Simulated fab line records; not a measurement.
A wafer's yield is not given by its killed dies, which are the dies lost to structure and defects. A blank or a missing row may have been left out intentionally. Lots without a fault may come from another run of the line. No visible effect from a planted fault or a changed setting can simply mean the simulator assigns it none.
Comparing a struck lot with a sound one    flow n5Finfet    15 out of 1938 route steps
Sound: the wafers L390.1, L390.3, L390.5. The struck wafers were L399.2, L399.3, L399.5. At the end, the cause is stated.
Each step with rows lists, per side, the tool, then ch with its chambers, then its first start. Under that, the readings that differ: sound wafers    struck wafers    difference of the means    sigmas: that difference in standard deviations of wafers without a fault.
alike: readings whose means differ by less than 2 such deviations, and words and numbers that are the same on both sides. not compared: withheld readings, readings that some wafer has no value for, bounds like >300 that may hide the same value, and numbers for which the record gives no deviation and whose values overlap.
A row with sigmas, a row that says differs or no value, or rows on one side alone: a step with any of these is where the two part. Numbers that have no deviation but don't overlap get no sigmas and don't part them. A reading missing from all wafers of one side parts the sides only when that side holds two or more wafers.

first, 7 steps without rows for these wafers: N5_BEOL_M8_COAT_60 (time 60 s, resist thk 35 nm); N5_BEOL_M8_COAT_05 (resist thk 90 nm); N5_BEOL_M8_EBR_07; N5_BEOL_M8_SOFTBAKE_06 (time 60 s); N5_BEOL_M8_EXPOSE_08 (exposes mask M8); N5_BEOL_M8_PEB_09 (peb time 60 s); N5_BEOL_M8_DEVELOP_10 (develop time 30 s).
N5_BEOL_M8_CD_MEAS_11 targets a cd of 38.5 nm.
  sound on cdSem-03 ch 0, day 12 09:23; struck on cdSem-03 ch 0, day 14 18:37
  alike: cdNm
N5_BEOL_M8_OVL_MEAS_12:
  sound on overlay-01 ch 0, day 12 09:25; struck on overlay-01 ch 0, day 14 18:39
  alike: M8_OVL
N5_BEOL_M8_INSPECT_13: inspects for defects (brightfield).
  struck on defectInspect-02, day 14 18:40; sound on defectInspect-01, day 12 09:26
  alike: rawDefectCount
N5_BEOL_M8_DESCUM_16: chemistry O2, time 7.9 s.
  sound on rieDiel-03 ch 0,1,2, day 12 11:16; struck on rieDiel-01 ch 2,3, day 14 18:43
  alike: drypumpMotorCurrentA, oesProductAu, rfVppV, showerheadPlenumPTorr, throttleValvePct
  not compared: rfHoursCounterH
N5_BEOL_M8_ETCH_61: etches SiARC in CF4, target depth 45.5 nm, time 75.8 s.
  sound on rieDiel-03 ch 0,1,2, day 12 11:18; struck on rieDiel-01 ch 2,3, day 14 18:47
  alike: drypumpMotorCurrentA, etchRfOnTimeS, oesProductAu, rfVppV, showerheadPlenumPTorr, throttleValvePct
  not compared: rfHoursCounterH
N5_BEOL_M8_ETCH_62: etches SOC in N2/H2, target depth 110 nm, overetch 22 nm, time 165 s.
  sound on rieDiel-03 ch 0,1,2, day 12 11:22; struck on rieDiel-01 ch 2,3, day 14 18:52
reading                                    sound       struck          difference  sigmas
model.SiARC_of_BEOL_M8_COAT_60.thkNm (nm)  28 28 28.6  29.2 29.2 29.2  +1.0        
  alike: drypumpMotorCurrentA, h2FlowSccm, n2FlowSccm, oesProductAu, rfVppV, showerheadPlenumPTorr, throttleValvePct
  not compared: rfHoursCounterH
then, 1 step without rows for these wafers: N5_BEOL_M8_STRIP_68 (strips in N2/H2).
-- the record jumps here: 3 days lie between the struck wafers' starts before and after (it left off in module BEOL_M8 and takes up again in module PASSIVATION, whose first step shown is number 1936 of the route) --
N5_PASSIVATION_PROBE_49:
  struck on prober-01, day 17 19:56; sound on prober-02, day 15 10:04
reading               sound  struck       difference  sigmas
sort_bin_8_speed (%)  0 0 0  0 0.08 0.08  +0          +4
  alike: defectLimitedYield, killed_at_M0_to_M3, killed_at_M4_up, killedAtContacts, killedAtFrontEnd, killedAtOther, killedDies, killedOpen, killedShort, sort_bin_5_function, sort_bin_6_memory, sortNPass, sortYieldPct

== WHERE THEY PART ==
Only at N5_PASSIVATION_PROBE_49, as far as this record shows.

WHY: what the simulator had put in
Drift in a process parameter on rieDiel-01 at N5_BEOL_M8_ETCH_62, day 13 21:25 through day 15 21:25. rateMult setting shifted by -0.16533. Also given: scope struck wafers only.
